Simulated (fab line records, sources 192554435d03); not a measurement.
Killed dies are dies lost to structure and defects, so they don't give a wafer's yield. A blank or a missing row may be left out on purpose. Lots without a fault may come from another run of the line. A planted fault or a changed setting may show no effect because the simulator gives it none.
Problem report in the 8D (eight disciplines) form, filled by code | flow n5_finfet | the parts of the form that need people (team, actions taken, sign-off) are left out

1. THE PROBLEM
V13_OVL at N5_BEOL_M14_OVL_MEAS_11 reads a mean of 41 nm on 9 wafers of 3 lots; wafers without a fault read -3 nm with a standard deviation of 5. That is +8.8 standard deviations from the usual mean.
First seen on wafer L748.2, day 13 03:40, on overlay-01. The record holds 32 wafers of 11 lots with a number at this step. Rule for "out", or "out of limits": more than 4 standard deviations from the usual mean. The other wafers with a number count as sound.

2. WHAT IT IS AND WHAT IT IS NOT
question                    | is                     | is not
which readings at this step | V13_OVL                | -
which lots                  | L748, L749, L750       | L744, L745, L752, L754, L759, L762, L763, L767
which wafers of those lots  | all that have a number | -
read on which gauges        | overlay-01, overlay-02 | -
when                        | from day 13 03:40      | up to then (6 sound wafers); but 17 sound wafers of L752, L754, L759, L762, L763, L767 came after

3. SUSPECTS, AND WHAT RULES EACH OUT
Counting: a tool at a process step up to the reading stays a suspect if it ran every lot that is out and no sound lot after the first of them.
- the gauge at N5_BEOL_M14_OVL_MEAS_11: ruled out. The wafers that are out were read on 2 gauges (overlay-01, overlay-02).
- krf_scanner-01 at N5_BEOL_M14_EXPOSE_07 (exposes mask V13): kept. It ran every lot that is out, first L748 (day 13 03:28), and no sound lot after that; its last sound lot up to then is L745 (day 12 06:55).
Left after counting: krf_scanner-01 at N5_BEOL_M14_EXPOSE_07.

4. THE CAUSE (what the simulator had put in)
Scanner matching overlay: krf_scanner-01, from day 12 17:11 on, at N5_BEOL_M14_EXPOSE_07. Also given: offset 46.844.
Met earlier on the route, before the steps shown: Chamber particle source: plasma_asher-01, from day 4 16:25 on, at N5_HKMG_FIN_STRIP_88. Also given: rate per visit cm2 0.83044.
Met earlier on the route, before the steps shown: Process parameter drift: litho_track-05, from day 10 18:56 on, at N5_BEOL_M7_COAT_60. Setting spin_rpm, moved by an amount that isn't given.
Counting left only this tool.

5. THE CHAIN OF EFFECTS, in route order
Each row: a reading whose mean over the struck wafers that have a number lies more than 3 standard deviations from the usual. Only readings for which the record gives a usual standard deviation are gone through. hours: the time from each lot's start at the first step in this table that gives one to its start at this step, as a median over the lots. sigmas: the change in usual standard deviations.
hours | step                    | reading             | usual | on struck wafers | change | sigmas
0     | N5_BEOL_M14_OVL_MEAS_11 | V13_OVL             | -3 nm | 41               | +44    | +8.8
32    | N5_PASSIVATION_PROBE_49 | killed_at_front_end | 39    | 86               | +47    | +4.9
The process steps in it:
- N5_PASSIVATION_PROBE_49

6. WHAT WOULD HAVE CAUGHT IT SOONER
In this record the first reading out of limits at a measuring or inspecting step was taken at day 13 03:40, 10 hours after the fault began at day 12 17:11.
Of the tool readings at N5_BEOL_M14_EXPOSE_07 for which the record gives a usual standard deviation, none was out on any struck wafer, so an alarm limit of 4 standard deviations on them would not have fired.
Of the lots that are out (3), L749, L750 began N5_BEOL_M14_EXPOSE_07 on krf_scanner-01 after day 13 03:40. A hold on the tool at that time would have spared those 2.
